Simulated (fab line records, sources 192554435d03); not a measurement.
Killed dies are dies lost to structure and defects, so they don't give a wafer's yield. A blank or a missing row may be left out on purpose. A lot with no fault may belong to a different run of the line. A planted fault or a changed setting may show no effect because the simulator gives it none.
Matching of chambers + flow n5-finfet + N5_HKMG_FIN_STRIP_89 on rie-diel-03: 4 sister chambers
The step strips SOC in N2/H2, time 20 s. 4 wafers are shown with their chamber, then 7 later ones without.

## WAFERS, EACH WITH ITS CHAMBER
| wafer  | chamber | throttle-valve-pct (%) |
|--------|---------|------------------------|
| L082.6 | 0       | 19.0                   |
| L083.6 | 2       | 18.9                   |
| L090.1 | 3       | 18.5                   |
| L090.2 | 1       | 19.9                   |

## WAFERS WITH NO CHAMBER GIVEN
| wafer  | throttle-valve-pct (%) |
|--------|------------------------|
| L090.3 | 19.0                   |
| L095.2 | 19.1                   |
| L095.3 | 18.9                   |
| L095.5 | 19.9                   |
| L097.2 | 18.9                   |
| L097.3 | 18.6                   |
| L097.6 | 19.1                   |

## WHICH CHAMBER EACH ONE RAN IN
| wafer  | from the rows above     | in truth |
|--------|-------------------------|----------|
| L090.3 | can't be placed: 0 or 2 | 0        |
| L095.2 | can't be placed: 0 or 2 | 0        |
| L095.3 | can't be placed: 2 or 0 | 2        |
| L095.5 | 1                       | 1        |
| L097.2 | can't be placed: 2 or 0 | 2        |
| L097.3 | 3                       | 3        |
| L097.6 | can't be placed: 0 or 2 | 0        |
Correctly placed: 2 of 7. Not placeable from these rows: 5 (in 5, the candidates include the true chamber). 0 placed wrongly.
How it was worked out, from the rows above alone: a wafer's distance from a chamber is the root of the sum, over the readings, of the square of ((its reading less the chamber's mean) divided by the reading's scatter). If the next closest chamber is less than 2 further off than the closest, the wafer can't be placed; otherwise it belongs to the closest. Each chamber's mean is taken over the wafers shown for it. The scatter: with one shown wafer a chamber, the root of the mean of the squares of how far each hidden wafer lies from its nearest shown one.
